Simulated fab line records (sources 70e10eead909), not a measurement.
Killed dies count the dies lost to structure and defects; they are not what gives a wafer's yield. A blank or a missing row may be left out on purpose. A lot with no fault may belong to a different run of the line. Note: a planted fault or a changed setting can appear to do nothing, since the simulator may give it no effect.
Check for tools in common ; flow nand-harc ; Lots sampled 12, wafers sampled 36

== REASON FOR OPENING ==
Flagged at NHARC_A_ONON_D1_THK_MEAS_30: reading thk-nm, on 2 of 12 lots. No-fault wafers: 1001 nm, standard deviation 10.
Rule: a lot is flagged when every wafer of it that has a number lies more than 4 standard deviations from that mean, or none has a number. As for the other lots, they are considered sound.

lot;measured;on;thk-nm (nm), wafer by wafer;flag
L983;day 8 11:31;film-metro-02;996 994 996;
L985;day 9 16:01;film-metro-01;1020 1021 1019;
L987;day 10 06:41;film-metro-01;985 985 984;
L988;day 11 01:27;film-metro-01;1007 1006 1005;
L990;day 11 23:50;film-metro-02;979 979 981;
L992;day 12 20:06;film-metro-02;1000 1000 1001;
L995;day 13 12:53;film-metro-02;656 659 658;FLAGGED
L996;day 14 06:23;film-metro-02;642 643 641;FLAGGED
L101;day 16 00:40;film-metro-02;1023 1024 1023;
L102;day 16 16:59;film-metro-01;1002 1003 1003;
L104;day 17 08:28;film-metro-02;1005 1007 1003;
L105;day 17 21:34;film-metro-01;997 993 997;
Average over the flagged lots: 650 nm; offset from the usual -351 nm, equal to -35 standard deviations.

== WHICH TOOL RAN EACH LOT ==
Before the reading, the record contains 2 process steps out of a 1302-step route. Every cell lists first the tool, next ch and the chambers used by the sampled wafers, and last the start.
lot;flag;NHARC_A_ZERO_WELL_ETCH_13;NHARC_A_ONON_D1_DEP_28
L983;;rie-si-03 ch 0,2,3, day 7 02:26;pecvd-onon-03 ch 0, day 8 11:04
L985;;rie-si-01 ch 1,2,3, day 8 03:54;pecvd-onon-02 ch 0, day 9 15:30
L987;;rie-si-06 ch 1,2,3, day 8 18:33;pecvd-onon-04 ch 0, day 10 06:10
L988;;rie-si-03 ch 0,2,3, day 9 08:58;pecvd-onon-02 ch 0, day 11 00:56
L990;;rie-si-01 ch 0,1,3, day 10 12:56;pecvd-onon-04 ch 0, day 11 23:26
L992;;rie-si-01 ch 1,3, day 11 10:02;pecvd-onon-02 ch 0, day 12 19:35
L995;FLAGGED;rie-si-03 ch 1,2,3, day 12 02:16;pecvd-onon-02 ch 0, day 13 12:30
L996;FLAGGED;rie-si-06 ch 1,3, day 12 18:49;pecvd-onon-02 ch 0, day 14 05:56
L101;;rie-si-06 ch 0,1,3, day 14 14:05;pecvd-onon-04 ch 0, day 16 00:09
L102;;rie-si-03 ch 0,1,2, day 15 06:04;pecvd-onon-03 ch 0, day 16 16:29
L104;;rie-si-01 ch 0,2,3, day 15 22:15;pecvd-onon-04 ch 0, day 17 07:57
L105;;rie-si-06 ch 1,2, day 16 08:02;pecvd-onon-02 ch 0, day 17 21:02
What is done by these steps:
- NHARC_A_ZERO_WELL_ETCH_13: etches the open film in HBr/Cl2, target depth 120 nm, time 40.1 s.
- NHARC_A_ONON_D1_DEP_28: target thk 1000 nm.
- NHARC_A_ONON_D1_THK_MEAS_30: measures by ellipsometry.

== FLAGGED AGAINST TOTAL, ONE TOOL AT A TIME (gauges that did the reading follow at the end) ==
step;tool;lots run;flagged;share of the flagged lots;sound lots run after its first flagged lot
NHARC_A_ZERO_WELL_ETCH_13;rie-si-01;4;0;none;-
NHARC_A_ZERO_WELL_ETCH_13;rie-si-03;4;1;some;1 (L102)
NHARC_A_ZERO_WELL_ETCH_13;rie-si-06;4;1;some;2 (L101,L105)
NHARC_A_ONON_D1_DEP_28;pecvd-onon-02;6;2;all;1 (L105)
NHARC_A_ONON_D1_DEP_28;pecvd-onon-03;2;0;none;-
NHARC_A_ONON_D1_DEP_28;pecvd-onon-04;4;0;none;-
NHARC_A_ONON_D1_THK_MEAS_30;film-metro-01;5;0;none;-
NHARC_A_ONON_D1_THK_MEAS_30;film-metro-02;7;2;all;2 (L101,L104)

== WHAT THE TABLE PERMITS ==
Table rows that saw every flagged lot: 2, namely pecvd-onon-02 at NHARC_A_ONON_D1_DEP_28 and film-metro-02 at NHARC_A_ONON_D1_THK_MEAS_30.
- pecvd-onon-02 at NHARC_A_ONON_D1_DEP_28: 2 of its 6 lots flagged. Sound lots ran on it after the first flagged one (L105), which a lasting fault on the whole tool wouldn't allow.
- film-metro-02 at NHARC_A_ONON_D1_THK_MEAS_30: 2 of its 7 lots flagged. Sound lots ran on it after the first flagged one (L101, L104), which a lasting fault on the whole tool wouldn't allow.
Not one row of the table ran every flagged lot while running no sound lot after the first.

== WHAT WAS PUT IN BY THE SIMULATOR ==
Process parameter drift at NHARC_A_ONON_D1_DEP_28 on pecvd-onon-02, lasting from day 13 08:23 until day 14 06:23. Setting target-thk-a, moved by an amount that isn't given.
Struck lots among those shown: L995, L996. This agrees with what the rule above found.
